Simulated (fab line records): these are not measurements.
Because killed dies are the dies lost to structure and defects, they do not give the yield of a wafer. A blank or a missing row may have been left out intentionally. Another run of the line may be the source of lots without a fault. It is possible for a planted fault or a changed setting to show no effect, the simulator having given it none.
Which tool did it? :: flow nandHarc :: 42 wafers from 14 lots sampled at 5 of the route's 1302 steps

## WHAT EACH GAUGE READ, for each wafer
NHARC_A_BONDPAD_THK_MEAS_30: measures by ellipsometry. Usual: thkNm 200.0 nm, standard deviation 1.5.
lot: L433
measured: day 24 06:05
on: filmMetro-01
thkNm (nm): 198.7 195.9 200.7
flag: 

lot: L434
measured: day 23 19:20
on: filmMetro-01
thkNm (nm): 199.1 203.5 200.5
flag: 

lot: L435
measured: day 23 18:36
on: filmMetro-02
thkNm (nm): 198.4 198.3 200.4
flag: 

lot: L436
measured: day 24 00:41
on: filmMetro-02
thkNm (nm): 200.4 198.6 201.1
flag: 

lot: L437
measured: day 24 15:05
on: filmMetro-02
thkNm (nm): 201.2 201.1 199.6
flag: 

lot: L438
measured: day 24 22:04
on: filmMetro-01
thkNm (nm): 200.9 201.6 201.2
flag: 

lot: L439
measured: day 24 22:32
on: filmMetro-01
thkNm (nm): 198.5 199.3 199.6
flag: 

lot: L440
measured: day 25 15:07
on: filmMetro-02
thkNm (nm): 200.0 200.0 201.9
flag: 

lot: L441
measured: day 26 00:41
on: filmMetro-01
thkNm (nm): 201.8 202.2 199.9
flag: 

lot: L443
measured: day 27 04:16
on: filmMetro-01
thkNm (nm): 197.9 198.0
flag: 

lot: L445
measured: day 27 04:37
on: filmMetro-01
thkNm (nm): 199.1
flag: 

lot: L453
measured: day 31 11:48
on: filmMetro-01
thkNm (nm): 202.2 200.9 200.2
flag: 

lot: L454
measured: day 31 13:31
on: filmMetro-01
thkNm (nm): 199.0 200.1 202.9
flag: 

lot: L455
measured: day 31 23:54
on: filmMetro-02
thkNm (nm): 200.9 198.2 199.8
flag: 

NHARC_A_BONDPAD_OVL_MEAS_35. Usual: overlayXNm 1 nm, standard deviation 4.2; overlayYNm 1 nm, standard deviation 7.
lot: L433
measured: day 24 06:37
on: overlay-01
overlayXNm (nm): 2 2 2
overlayYNm (nm): 4 4 5
flag: 

lot: L434
measured: day 23 19:59
on: overlay-01
overlayXNm (nm): -3 -3 -3
overlayYNm (nm): -4 -4 -4
flag: 

lot: L435
measured: day 23 19:08
on: overlay-02
overlayXNm (nm): 4 4 4
overlayYNm (nm): 7 7 7
flag: 

lot: L436
measured: day 24 01:20
on: overlay-01
overlayXNm (nm): 6 6 6
overlayYNm (nm): 8 8 8
flag: 

lot: L437
measured: day 24 15:44
on: overlay-01
overlayXNm (nm): 1 2 2
overlayYNm (nm): 11 11 11
flag: 

lot: L438
measured: day 24 22:44
on: overlay-01
overlayXNm (nm): 1 0 0
overlayYNm (nm): 13 13 13
flag: 

lot: L439
measured: day 24 23:11
on: overlay-02
overlayXNm (nm): 8 9 9
overlayYNm (nm): -4 -4 -4
flag: 

lot: L440
measured: day 25 15:46
on: overlay-02
overlayXNm (nm): -1 -2 0
overlayYNm (nm): -11 -12 -12
flag: 

lot: L441
measured: day 26 01:20
on: overlay-01
overlayXNm (nm): 8 7 7
overlayYNm (nm): -9 -9 -9
flag: 

lot: L443
measured: day 27 04:47
on: overlay-01
overlayXNm (nm): -6 -6
overlayYNm (nm): -2 -2
flag: 

lot: L445
measured: day 27 05:17
on: overlay-02
overlayXNm (nm): 4
overlayYNm (nm): 4
flag: 

lot: L453
measured: day 31 12:20
on: overlay-01
overlayXNm (nm): -3 -3 -3
overlayYNm (nm): 13 13 13
flag: 

lot: L454
measured: day 31 14:10
on: overlay-01
overlayXNm (nm): 1 1 1
overlayYNm (nm): 5 5 5
flag: 

lot: L455
measured: day 32 00:26
on: overlay-02
overlayXNm (nm): -5 -4 -5
overlayYNm (nm): 1 1 1
flag: 

NHARC_END_SORT_01. Usual: value, then standard deviation, for each; defectLimitedYield 90.7 % / 2.9; killedAtArray 58 / 20; killedAtOther 1.0 / 1.2; killedAtPeriphery 4.1 / 3; killedDies 63 / 20; killedOpen 3.2 / 1.7; killedShort 2.5 / 1.5.
lot: L434
measured: day 25 06:03
on: prober-01
defectLimitedYield (%): 88.8 90.0 90.7
killedAtArray: 74 65 63
killedAtOther: 0 1 0
killedAtPeriphery: 2 2 0
killedDies: 76 68 63
killedOpen: 4 1 1
killedShort: 4 2 0
flag: 

lot: L436
measured: day 25 13:08
on: prober-01
defectLimitedYield (%): 88.9 93.1 91.6
killedAtArray: 64 41 51
killedAtOther: 3 0 1
killedAtPeriphery: 8 6 5
killedDies: 75 47 57
killedOpen: 2 6 2
killedShort: 3 4 3
flag: 

lot: L437
measured: day 26 00:04
on: prober-01
defectLimitedYield (%): 95.1 95.3 95.3
killedAtArray: 28 24 26
killedAtOther: 3 3 3
killedAtPeriphery: 2 5 3
killedDies: 33 32 32
killedOpen: 1 3 3
killedShort: 6 4 4
flag: 

lot: L440
measured: day 26 21:34
on: prober-02
defectLimitedYield (%): 91.1 91.6 89.8
killedAtArray: 59 57 67
killedAtOther: 0 0 0
killedAtPeriphery: 1 0 2
killedDies: 60 57 69
killedOpen: 3 0 4
killedShort: 1 2 1
flag: 

lot: L443
measured: day 28 10:50
on: prober-01
defectLimitedYield (%): 0 89.4 89.2
killedAtArray: 63 59 65
killedAtOther: 2 3 1
killedAtPeriphery: 612 10 7
killedDies: 677 72 73
killedOpen: 2 5 6
killedShort: 4 1 1
flag: OFF

lot: L445
measured: day 28 11:41
on: prober-02
defectLimitedYield (%): 0 93.5 0
killedAtArray: 35 36 41
killedAtOther: 0 0 1
killedAtPeriphery: 642 8 635
killedDies: 677 44 677
killedOpen: 5 1 7
killedShort: 2 4 4
flag: OFF

## TOOL THAT RAN EACH LOT (tool first, then ch and the chambers of the sampled wafers, then the start)
lot: L433
NHARC_P_BONDPAD_ECD_18: ecdCu-01 ch 0,1, day 7 01:12
NHARC_A_BONDPAD_CMP_19: cmp-04 ch 0,1, day 24 08:46

lot: L434
NHARC_P_BONDPAD_ECD_18: ecdCu-01 ch 0,1, day 7 03:05
NHARC_A_BONDPAD_CMP_19: cmp-04 ch 0,1,3, day 23 22:15

lot: L435
NHARC_P_BONDPAD_ECD_18: ecdCu-02 ch 0,1, day 7 16:38
NHARC_A_BONDPAD_CMP_19: cmp-02 ch 1,2,3, day 23 21:17

lot: L436
NHARC_P_BONDPAD_ECD_18: ecdCu-02 ch 0,1, day 7 21:59
NHARC_A_BONDPAD_CMP_19: cmp-04 ch 0,1,3, day 24 03:34

lot: L437
NHARC_P_BONDPAD_ECD_18: ecdCu-01 ch 0,1, day 8 08:55
NHARC_A_BONDPAD_CMP_19: cmp-04 ch 0,1,3, day 24 17:54

lot: L438
NHARC_P_BONDPAD_ECD_18: ecdCu-02 ch 0,1, day 8 22:14
NHARC_A_BONDPAD_CMP_19: cmp-01 ch 0,3, day 25 00:55

lot: L439
NHARC_P_BONDPAD_ECD_18: ecdCu-02 ch 0,1, day 8 23:05
NHARC_A_BONDPAD_CMP_19: cmp-04 ch 1,2, day 25 01:26

lot: L440
NHARC_P_BONDPAD_ECD_18: ecdCu-02 ch 0,1, day 9 11:20
NHARC_A_BONDPAD_CMP_19: cmp-04 ch 0,2, day 25 17:55

lot: L441
NHARC_P_BONDPAD_ECD_18: ecdCu-01 ch 0,1, day 10 00:29
NHARC_A_BONDPAD_CMP_19: cmp-02 ch 0,1,3, day 26 03:32

lot: L443
NHARC_P_BONDPAD_ECD_18: ecdCu-02 ch 0,1, day 10 19:14
NHARC_A_BONDPAD_CMP_19: cmp-01 ch 1,3, day 27 06:58

lot: L445
NHARC_P_BONDPAD_ECD_18: ecdCu-02 ch 0,1, day 11 13:35
NHARC_A_BONDPAD_CMP_19: cmp-02 ch 3, day 27 07:32

lot: L453
NHARC_P_BONDPAD_ECD_18: ecdCu-02 ch 0,1, day 15 04:32
NHARC_A_BONDPAD_CMP_19: cmp-02 ch 0,1,3, day 31 14:29

lot: L454
NHARC_P_BONDPAD_ECD_18: ecdCu-02 ch 0,1, day 15 05:29
NHARC_A_BONDPAD_CMP_19: cmp-04 ch 0,1,3, day 31 16:19

lot: L455
NHARC_P_BONDPAD_ECD_18: ecdCu-01 ch 0,1, day 16 01:50
NHARC_A_BONDPAD_CMP_19: cmp-04 ch 0,1, day 32 03:04
- NHARC_P_BONDPAD_ECD_18: material Cu, target thk 400 nm.
- NHARC_A_BONDPAD_CMP_19: polishes, t overpolish 30 s, cu recess touch 16 s, target thk 169.82 nm.

## AS READ BY THE TOOLS THEMSELVES (means over the sampled wafers that have a number; for cases with no such wafer, the mark the record gives instead)
NHARC_A_BONDPAD_CMP_19. Usual: motorCurrentA 12.0 A, standard deviation 0.91; overpolishRunS 30.001 s, standard deviation 0.0084.
lot: L433
tool: cmp-04
motorCurrentA (A): 12.1
overpolishRunS (s): 30.004
flag: 

lot: L434
tool: cmp-04
motorCurrentA (A): 12.1
overpolishRunS (s): 30.005
flag: 

lot: L435
tool: cmp-02
motorCurrentA (A): 12.6
overpolishRunS (s): 30.002
flag: 

lot: L436
tool: cmp-04
motorCurrentA (A): 12.2
overpolishRunS (s): 30.001
flag: 

lot: L437
tool: cmp-04
motorCurrentA (A): 12.1
overpolishRunS (s): 29.988
flag: 

lot: L438
tool: cmp-01
motorCurrentA (A): 12.5
overpolishRunS (s): 30.004
flag: 

lot: L439
tool: cmp-04
motorCurrentA (A): 12.1
overpolishRunS (s): 29.996
flag: 

lot: L440
tool: cmp-04
motorCurrentA (A): 11.7
overpolishRunS (s): 29.998
flag: 

lot: L441
tool: cmp-02
motorCurrentA (A): 12.5
overpolishRunS (s): 30.007
flag: 

lot: L443
tool: cmp-01
motorCurrentA (A): 11.4
overpolishRunS (s): 30.006
flag: 

lot: L445
tool: cmp-02
motorCurrentA (A): 13.0
overpolishRunS (s): 29.995
flag: 

lot: L453
tool: cmp-02
motorCurrentA (A): 12.4
overpolishRunS (s): 29.997
flag: 

lot: L454
tool: cmp-04
motorCurrentA (A): 12.3
overpolishRunS (s): 30.002
flag: 

lot: L455
tool: cmp-04
motorCurrentA (A): 12.3
overpolishRunS (s): 30.000
flag: 

## THE ANSWER, worked out from the rows above alone
Rule: a lot is off if the mean of its wafers that have a number lies more than 3 standard deviations from the usual mean. Also off: a lot with no number at a reading for which 4 or more lots have one. The other lots that the step has rows for count as sound. The gauges are gone through in route order, then the tools' own readings, and for those a lot's mean is taken as printed above. The first step at which some lot is off is used, and at that step the reading that is off furthest; a lot without a number counts as furthest.
Off, at NHARC_END_SORT_01 on killedAtPeriphery: L443, L445. Neither off nor sound, because the step has no rows for them: L433, L435, L438, L439, L441, L453, L454, L455.
A tool fits if, at a process step before that reading, it ran every lot that is off, and no sound lot after the first of them. The gauges at NHARC_END_SORT_01 are tried like those tools. One fits: ecdCu-02 at NHARC_P_BONDPAD_ECD_18. Its last sound lot is L440 (day 9 11:20), its first lot that is off L443 (day 10 19:14): a fault that began between those two fits.

## WHAT THE SIMULATOR PUT IN
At NHARC_P_BONDPAD_ECD_18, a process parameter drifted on ecdCu-02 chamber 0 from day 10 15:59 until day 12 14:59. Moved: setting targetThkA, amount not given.
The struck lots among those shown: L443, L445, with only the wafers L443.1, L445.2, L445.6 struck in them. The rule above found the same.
